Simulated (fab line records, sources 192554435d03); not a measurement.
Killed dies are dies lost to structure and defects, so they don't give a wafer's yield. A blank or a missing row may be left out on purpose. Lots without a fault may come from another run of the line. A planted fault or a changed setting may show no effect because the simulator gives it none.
Which tool did it? | flow n5_finfet | 24 lots, 72 wafers sampled, at 5 steps of a route of 1938

WHAT THE GAUGES READ, wafer by wafer
N5_BEOL_M6_OVL_MEAS_12.
lot  | measured     | on         | M6_OVL (nm)
L075 | day 8 22:37  | overlay-02 | -0.3 0.1 0.5
L074 | day 9 06:38  | overlay-02 | -0.8 0.2 -0.5
L076 | day 9 06:29  | overlay-02 | 1.4 1.5 2.1
L077 | day 9 16:06  | overlay-01 | 0.9 1.4 1.5
L079 | day 10 11:58 | overlay-02 | 0.6 0.2 0.3
L078 | day 10 13:46 | overlay-02 | 1.0 2.4 1.5
L080 | day 10 19:35 | overlay-01 | 0.6 0.2 -0.3
L082 | day 10 16:40 | overlay-02 | 1.0 0.8 0.5
L081 | day 10 21:47 | overlay-02 | 0.7 1.2 -0.9
L083 | day 10 23:49 | overlay-02 | 1.5 1.9 2.4
L084 | day 11 02:32 | overlay-01 | 1.3 1.4 1.0
L085 | day 11 09:41 | overlay-02 | 1.8 1.8 1.3
L086 | day 12 00:34 | overlay-01 | 0.5 1.2 0.7
L087 | day 12 03:50 | overlay-02 | -0.5 1.1 1.0
L088 | day 12 10:01 | overlay-02 | 1.0 1.2 2.0
L089 | day 12 14:40 | overlay-02 | 1.7 0.9 1.2
L090 | day 12 20:26 | overlay-02 | 0.4 1.7 0.8
L091 | day 13 00:34 | overlay-01 | 2.2 0.9 1.9
L092 | day 13 05:22 | overlay-01 | 1.0 0.3 0.3
L095 | day 13 21:56 | overlay-01 | 0.4 0.9 0.5
L093 | day 14 00:40 | overlay-01 | 1.4 0.6 0.8
L094 | day 14 09:43 | overlay-02 | 0.3 -0.2 -0.1
L096 | day 14 13:10 | overlay-02 | -1.1 0.8 -0.1
L097 | day 14 15:01 | overlay-02 | 0.3 0.2 -0.1

WHICH TOOL RAN EACH LOT (tool, then ch and the chambers of the sampled wafers, then the start)
lot  | N5_BEOL_M4_ALD_84                   | N5_BEOL_M5_STRIP_36                | N5_BEOL_M5_ANNEAL_82         | N5_BEOL_M5_ANNEAL_89
L075 | ald_metal-03 ch 0,3, day 8 05:26    | rie_diel-05 ch 0,2, day 8 13:17    | pvd_sputter-01, day 8 16:25  | pvd_sputter-01, day 8 18:36
L074 | ald_metal-03 ch 1,2,3, day 8 08:22  | rie_diel-03 ch 2,3, day 8 19:22    | pvd_sputter-01, day 8 23:37  | pvd_sputter-01, day 9 01:47
L076 | ald_metal-01 ch 0,2,3, day 8 08:23  | rie_diel-06 ch 0,3, day 8 19:46    | pvd_sputter-02, day 8 23:43  | pvd_sputter-02, day 9 01:53
L077 | ald_metal-04 ch 0,1,3, day 8 19:26  | rie_diel-06 ch 0,1,2, day 9 05:55  | pvd_sputter-01, day 9 09:48  | pvd_sputter-01, day 9 11:58
L079 | ald_metal-03 ch 0,1,3, day 9 13:57  | rie_diel-06 ch 0,2,3, day 9 23:51  | pvd_sputter-01, day 10 02:33 | pvd_sputter-01, day 10 04:52
L078 | ald_metal-04 ch 0,1,3, day 9 18:20  | rie_diel-03 ch 0,2, day 10 05:22   | pvd_sputter-03, day 10 07:53 | pvd_sputter-03, day 10 10:03
L080 | ald_metal-03 ch 0,1,3, day 9 18:46  | rie_diel-03 ch 0,1, day 10 05:45   | pvd_sputter-02, day 10 10:28 | pvd_sputter-02, day 10 12:38
L082 | ald_metal-01 ch 0,1, day 9 18:51    | rie_diel-06 ch 0,1, day 10 05:29   | pvd_sputter-01, day 10 08:41 | pvd_sputter-01, day 10 11:40
L081 | ald_metal-04 ch 0,2,3, day 9 19:24  | rie_diel-06 ch 0,1, day 10 12:45   | pvd_sputter-01, day 10 15:32 | pvd_sputter-01, day 10 17:42
L083 | ald_metal-03 ch 1,2, day 9 22:00    | rie_diel-03 ch 0,1,2, day 10 13:08 | pvd_sputter-02, day 10 16:51 | pvd_sputter-02, day 10 19:01
L084 | ald_metal-04 ch 0,3, day 10 01:14   | rie_diel-05 ch 0,3, day 10 14:10   | pvd_sputter-03, day 10 17:58 | pvd_sputter-03, day 10 20:08
L085 | ald_metal-01 ch 0,2, day 10 13:46   | rie_diel-05 ch 0,1,3, day 10 23:29 | pvd_sputter-02, day 11 03:49 | pvd_sputter-02, day 11 05:59
L086 | ald_metal-04 ch 1,2,3, day 11 03:22 | rie_diel-05 ch 0,1,2, day 11 11:31 | pvd_sputter-02, day 11 14:14 | pvd_sputter-02, day 11 16:24
L087 | ald_metal-01 ch 0,2,3, day 11 07:04 | rie_diel-05 ch 0,1,3, day 11 17:20 | pvd_sputter-01, day 11 21:20 | pvd_sputter-01, day 11 23:31
L088 | ald_metal-04 ch 1,2,3, day 11 12:53 | rie_diel-06 ch 2,3, day 11 23:57   | pvd_sputter-03, day 12 03:20 | pvd_sputter-03, day 12 05:30
L089 | ald_metal-04 ch 0,2,3, day 11 16:34 | rie_diel-05 ch 1,2,3, day 12 03:09 | pvd_sputter-03, day 12 07:46 | pvd_sputter-03, day 12 09:56
L090 | ald_metal-01 ch 0,2,3, day 12 00:47 | rie_diel-03 ch 0,2,3, day 12 10:59 | pvd_sputter-02, day 12 13:59 | pvd_sputter-02, day 12 16:09
L091 | ald_metal-03 ch 0,1,3, day 12 04:22 | rie_diel-05 ch 0,1,2, day 12 13:34 | pvd_sputter-03, day 12 16:22 | pvd_sputter-03, day 12 18:32
L092 | ald_metal-01 ch 0,2,3, day 12 11:14 | rie_diel-06 ch 0,1,2, day 12 19:58 | pvd_sputter-01, day 12 22:32 | pvd_sputter-01, day 13 00:43
L095 | ald_metal-03 ch 1,2, day 13 01:38   | rie_diel-05 ch 0,1,3, day 13 11:59 | pvd_sputter-01, day 13 14:55 | pvd_sputter-01, day 13 17:05
L093 | ald_metal-01 ch 0,1,2, day 13 05:08 | rie_diel-05 ch 0,1, day 13 13:46   | pvd_sputter-02, day 13 17:58 | pvd_sputter-02, day 13 20:08
L094 | ald_metal-01 ch 1,2,3, day 13 09:39 | rie_diel-05 ch 3, day 13 21:50     | pvd_sputter-02, day 14 01:20 | pvd_sputter-02, day 14 03:30
L096 | ald_metal-01 ch 0,1,2, day 13 13:47 | rie_diel-06 ch 0,1,2, day 14 01:49 | pvd_sputter-01, day 14 05:26 | pvd_sputter-01, day 14 07:37
L097 | ald_metal-04 ch 0,1,3, day 13 17:54 | rie_diel-03 ch 1,2,3, day 14 03:13 | pvd_sputter-02, day 14 08:37 | pvd_sputter-02, day 14 10:47
- N5_BEOL_M4_ALD_84: deposits TaN, pulse time 2 s, purge time 3 s, co reactant purge time 2 s.
- N5_BEOL_M5_STRIP_36: strips in N2/H2.
- N5_BEOL_M5_ANNEAL_82: time 1800 s.
- N5_BEOL_M5_ANNEAL_89: time 1800 s.

WHAT THE TOOLS THEMSELVES READ (means of the sampled wafers that have a number; where no wafer has one, the mark that the record gives instead)
N5_BEOL_M4_ALD_84.
lot  | tool         | heater_power_w (W) | precursor_vessel_carrier_sccm (sccm)
L075 | ald_metal-03 | 378                | 1002.3
L074 | ald_metal-03 | 371                | 1001.2
L076 | ald_metal-01 | 387                | 999.7
L077 | ald_metal-04 | 449                | 999.0
L079 | ald_metal-03 | 385                | 999.9
L078 | ald_metal-04 | 458                | 998.3
L080 | ald_metal-03 | 385                | 998.6
L082 | ald_metal-01 | 440                | 1000.6
L081 | ald_metal-04 | 474                | 1002.6
L083 | ald_metal-03 | 338                | 1001.7
L084 | ald_metal-04 | 465                | 1000.3
L085 | ald_metal-01 | 433                | 1000.1
L086 | ald_metal-04 | 479                | 999.9
L087 | ald_metal-01 | 386                | 1002.8
L088 | ald_metal-04 | 472                | 1000.7
L089 | ald_metal-04 | 475                | 998.8
L090 | ald_metal-01 | 387                | 1000.1
L091 | ald_metal-03 | 389                | 999.8
L092 | ald_metal-01 | 393                | 998.6
L095 | ald_metal-03 | 344                | 998.6
L093 | ald_metal-01 | 420                | 996.3
L094 | ald_metal-01 | 372                | 1001.1
L096 | ald_metal-01 | 416                | 1000.4
L097 | ald_metal-04 | 454                | 999.9

N5_BEOL_M5_STRIP_36.
lot  | tool        | drypump_motor_current_A (A) | n2_flow_sccm (sccm) | oes_product_au (a.u.) | rf_vpp_V (V) | showerhead_plenum_p_Torr (Torr) | throttle_valve_pct (%)
L075 | rie_diel-05 | 5.26                        | 199.4               | 0.77                  | 60.2         | 2.62                            | 23.9
L074 | rie_diel-03 | 5.19                        | 199.3               | 0.68                  | 58.4         | 2.58                            | 24.0
L076 | rie_diel-06 | 5.17                        | 200.5               | 0.73                  | 59.7         | 2.63                            | 23.8
L077 | rie_diel-06 | 5.47                        | 199.8               | 0.81                  | 59.8         | 2.60                            | 23.8
L079 | rie_diel-06 | 5.45                        | 199.7               | 0.71                  | 59.5         | 2.58                            | 24.1
L078 | rie_diel-03 | 5.52                        | 199.9               | 0.69                  | 60.2         | 2.50                            | 23.7
L080 | rie_diel-03 | 5.50                        | 200.5               | 0.77                  | 60.2         | 2.62                            | 23.3
L082 | rie_diel-06 | 5.21                        | 199.5               | 0.80                  | 58.5         | 2.64                            | 23.6
L081 | rie_diel-06 | 5.21                        | 200.3               | 0.79                  | 59.4         | 2.64                            | 23.6
L083 | rie_diel-03 | 5.49                        | 199.3               | 0.72                  | 60.1         | 2.56                            | 23.5
L084 | rie_diel-05 | 5.23                        | 201.0               | 0.81                  | 59.2         | 2.55                            | 23.8
L085 | rie_diel-05 | 5.26                        | 198.9               | 0.87                  | 58.8         | 2.54                            | 23.6
L086 | rie_diel-05 | 5.38                        | 199.8               | 0.92                  | 60.9         | 2.56                            | 23.5
L087 | rie_diel-05 | 5.28                        | 199.7               | 0.86                  | 59.7         | 2.54                            | 23.6
L088 | rie_diel-06 | 5.72                        | 199.9               | 0.71                  | 59.6         | 2.54                            | 24.3
L089 | rie_diel-05 | 5.48                        | 200.1               | 0.82                  | 58.5         | 2.52                            | 23.6
L090 | rie_diel-03 | 5.46                        | 200.8               | 0.86                  | 59.5         | 2.54                            | 23.5
L091 | rie_diel-05 | 5.39                        | 199.9               | 0.90                  | 60.6         | 2.56                            | 23.6
L092 | rie_diel-06 | 5.46                        | 199.5               | 0.78                  | 58.5         | 2.59                            | 23.8
L095 | rie_diel-05 | 5.28                        | 200.0               | 0.84                  | 57.1         | 2.53                            | 23.7
L093 | rie_diel-05 | 5.33                        | 199.5               | 0.89                  | 60.4         | 2.52                            | 23.4
L094 | rie_diel-05 | 5.33                        | 200.0               | 0.71                  | 58.8         | 2.51                            | 23.9
L096 | rie_diel-06 | 5.49                        | 200.4               | 0.77                  | 59.6         | 2.59                            | 23.8
L097 | rie_diel-03 | 5.23                        | 200.6               | 0.87                  | 59.6         | 2.58                            | 23.6

N5_BEOL_M5_ANNEAL_82.
lot  | tool           | heater_power_w (W)
L075 | pvd_sputter-01 | 831
L074 | pvd_sputter-01 | 834
L076 | pvd_sputter-02 | 947
L077 | pvd_sputter-01 | 860
L079 | pvd_sputter-01 | 842
L078 | pvd_sputter-03 | 876
L080 | pvd_sputter-02 | 864
L082 | pvd_sputter-01 | 823
L081 | pvd_sputter-01 | 794
L083 | pvd_sputter-02 | 911
L084 | pvd_sputter-03 | 768
L085 | pvd_sputter-02 | 851
L086 | pvd_sputter-02 | 956
L087 | pvd_sputter-01 | 801
L088 | pvd_sputter-03 | 805
L089 | pvd_sputter-03 | 808
L090 | pvd_sputter-02 | 841
L091 | pvd_sputter-03 | 793
L092 | pvd_sputter-01 | 797
L095 | pvd_sputter-01 | 838
L093 | pvd_sputter-02 | 883
L094 | pvd_sputter-02 | 892
L096 | pvd_sputter-01 | 824
L097 | pvd_sputter-02 | 894

N5_BEOL_M5_ANNEAL_89.
lot  | tool           | heater_power_w (W)
L075 | pvd_sputter-01 | 831
L074 | pvd_sputter-01 | 820
L076 | pvd_sputter-02 | 957
L077 | pvd_sputter-01 | 858
L079 | pvd_sputter-01 | 829
L078 | pvd_sputter-03 | 860
L080 | pvd_sputter-02 | 858
L082 | pvd_sputter-01 | 830
L081 | pvd_sputter-01 | 791
L083 | pvd_sputter-02 | 911
L084 | pvd_sputter-03 | 761
L085 | pvd_sputter-02 | 846
L086 | pvd_sputter-02 | 966
L087 | pvd_sputter-01 | 799
L088 | pvd_sputter-03 | 809
L089 | pvd_sputter-03 | 810
L090 | pvd_sputter-02 | 837
L091 | pvd_sputter-03 | 796
L092 | pvd_sputter-01 | 794
L095 | pvd_sputter-01 | 826
L093 | pvd_sputter-02 | 895
L094 | pvd_sputter-02 | 889
L096 | pvd_sputter-01 | 830
L097 | pvd_sputter-02 | 915

THE ANSWER, worked out from the rows above alone
Rule: what is usual is taken from the lots themselves. Put in order of their means at a reading, lots are off if they are a third of the lots or fewer, leave a main group of 4 or more, and stand apart from it by a gap of 3 or more times the standard deviation of the main group's means; of several such gaps the widest counts. A main group whose means are all the same, to the digits that the tables above print for the reading, isn't used. A lot without any number at a reading at which 4 lots or more have one is off too. The other lots that the step has rows for count as sound. The gauges are gone through in route order, then the tools' own readings, and for those a lot's mean is taken as printed above. The first step at which some lot is off is used, and at that step the reading that is off furthest; a lot without a number counts as furthest.
No lot is off at any reading shown: from this, nothing can be told.

WHAT THE SIMULATOR HAD PUT IN
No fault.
